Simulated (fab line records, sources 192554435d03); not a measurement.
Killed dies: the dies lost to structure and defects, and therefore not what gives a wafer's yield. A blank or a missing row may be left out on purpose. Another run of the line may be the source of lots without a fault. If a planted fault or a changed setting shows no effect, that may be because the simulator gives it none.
Matching of chambers | flow n5-finfet | rie-diel-03 running N5_BEOL_M8_ETCH_66: 4 sister chambers
The step etches SOC in N2/H2, target depth 80 nm, overetch 16 nm, time 120 s. 8 wafers are shown with their chamber, then 8 later ones without.

WAFERS, EACH WITH ITS CHAMBER
wafer  | chamber | drypump-motor-current-A (A) | throttle-valve-pct (%)
L074.6 | 3       | 5.9                         | 18.27
L077.1 | 3       | 5.9                         | 18.27
L080.2 | 0       | 6.5                         | 18.25
L079.6 | 0       | 6.5                         | 18.26
L085.2 | 1       | 5.5                         | 17.74
L085.3 | 2       | 5.8                         | 17.90
L085.6 | 2       | 5.8                         | 17.90
L084.1 | 1       | 5.6                         | 17.75

WAFERS MISSING THEIR CHAMBER
wafer  | drypump-motor-current-A (A) | throttle-valve-pct (%)
L084.3 | 5.8                         | 18.30
L084.4 | 5.8                         | 17.90
L088.2 | 6.5                         | 18.31
L088.4 | 5.8                         | 17.92
L088.6 | 5.8                         | 17.92
L095.2 | 5.9                         | 18.34
L095.5 | 5.6                         | 17.78
L095.6 | 6.5                         | 18.31

WHICH CHAMBER EACH WENT THROUGH
wafer  | from the rows above | in truth
L084.3 | 3                   | 3
L084.4 | 2                   | 2
L088.2 | 0                   | 0
L088.4 | 2                   | 2
L088.6 | 2                   | 2
L095.2 | 3                   | 3
L095.5 | 1                   | 1
L095.6 | 0                   | 0
8 of 8 placed correctly. Not placeable from these rows: 0. Placed wrongly: 0.
How it was worked out, from the rows above alone: a wafer's distance from a chamber is the root of the sum, over the readings, of the square of ((its reading less the chamber's mean) divided by the reading's scatter). The wafer belongs to the nearest chamber; if the next one is less than 2 further off, it can't be placed. A chamber's mean is the mean of its shown wafers. How the scatter is found: for the shown wafers, subtract from each reading the mean of its chamber, square and add these, divide the total by (wafers less chambers), then take the root.
